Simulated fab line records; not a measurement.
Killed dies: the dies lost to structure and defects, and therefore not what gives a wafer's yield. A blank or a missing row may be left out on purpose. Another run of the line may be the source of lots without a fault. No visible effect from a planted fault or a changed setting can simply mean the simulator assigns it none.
One fault seen from 3 desks    flow n5-finfet    each desk holds nothing but its own numbers, with what lay behind them at the end

== FROM THE METROLOGY DESK ==
Means of the sampled wafers that have a number, per lot and without regard to the tool the lot ran on: this is what the gauges read. The brackets show how far a lot's mean lies from the usual mean; more than 4 standard deviations puts the lot out of limits, marked OUT. Of its 12 readings 7 are shown: those that lie furthest out on some lot.
Columns: A = cd-nm at N5_MOL_CONTACT_COAG_CD_MEAS_08, usual 28.00 nm; B = CA_OVL at N5_MOL_CONTACT_COAG_OVL_MEAS_09, usual 0.6 nm; C = DIBL_N at N5_BEOL_M4_RC_MEAS_101, usual 36.4 mV/V; D = IOFF_P at N5_BEOL_M4_RC_MEAS_101, usual 0.211 nA/um; E = SS_N at N5_BEOL_M4_RC_MEAS_101, usual 71.5 mV/dec; F = SS_P at N5_BEOL_M4_RC_MEAS_101, usual 73.4 mV/dec; G = VT_P at N5_BEOL_M4_RC_MEAS_101, usual -250.1 mV
lot   first seen here  A      B    C     D      E     F     G
L123  day 5 10:07      27.95  0.5  35.3  0.217  71.2  73.5  -247.7
L132  day 7 20:58      28.06  0.4  37.2  0.200  71.9  73.7  -251.1
L134  day 7 22:47      27.66  0.5  36.5  0.182  70.9  72.7  -252.9
L136  day 8 12:20      27.82  0.7  36.9  0.215  71.5  73.3  -250.9
L143  day 10 06:40     28.14  0.2  34.3  0.182  71.6  72.8  -252.3
L144  day 10 10:04     28.06  1.6  36.1  0.160  70.9  73.2  -256.7
This desk's finding: nothing out of limits on any of the 6 lots.

== AT THE TOOL OWNER'S DESK: rie-diel-01 ==
The tool's own readings at N5_MOL_CONTACT_COAG_ETCH_15 (etches SiNx in CH3F/O2, stops on Si:P, target depth 7 nm): means of the sampled wafers that have a number, for each lot that ran on this tool. The brackets show how far a lot's mean lies from the usual mean; more than 4 standard deviations puts the lot out of limits, marked OUT.
Columns: A = drypump-motor-current-A at N5_MOL_CONTACT_COAG_ETCH_15, usual 5.6 A; B = oes-product-au at N5_MOL_CONTACT_COAG_ETCH_15, usual 0.58 a.u.; C = rf-vpp-V at N5_MOL_CONTACT_COAG_ETCH_15, usual 295.2 V; D = showerhead-plenum-p-Torr at N5_MOL_CONTACT_COAG_ETCH_15, usual 2.01 Torr; E = throttle-valve-pct at N5_MOL_CONTACT_COAG_ETCH_15, usual 16.35 %
lot   first seen here  A    B     C      D     E
L123  day 5 10:27      5.2  0.52  296.5  2.01  16.50
L132  day 7 21:26      5.5  0.63  296.7  2.03  16.28
L134  day 7 23:07      5.3  0.68  292.7  2.00  16.08
L136  day 8 12:40      5.4  0.60  296.7  2.02  16.36
This desk's finding: nothing out of limits on any of the 4 lots.

== THE DEFECT DESK ==
Per lot, the means of the sampled wafers with a number show what the inspections along the route counted. The brackets show how far a lot's mean lies from the usual mean; more than 4 standard deviations puts the lot out of limits, marked OUT.
Columns: A = raw-defect-count at N5_MOL_CONTACT_COAG_INSPECT_10, usual 65
lot   first seen here  A
L123  day 5 10:12      46
L132  day 7 21:03      65
L134  day 7 22:52      70
L136  day 8 12:25      75
L143  day 10 06:45     41
L144  day 10 10:10     43
This desk's finding: nothing out of limits on any of the 6 lots.

== BROUGHT TOGETHER ==
The metrology desk saw nothing out of limits.
The desk of the tool owner found nothing out of limits.
Nothing the defect desk looked at was out of limits.

== WHAT THE SIMULATOR HAD PUT IN ==
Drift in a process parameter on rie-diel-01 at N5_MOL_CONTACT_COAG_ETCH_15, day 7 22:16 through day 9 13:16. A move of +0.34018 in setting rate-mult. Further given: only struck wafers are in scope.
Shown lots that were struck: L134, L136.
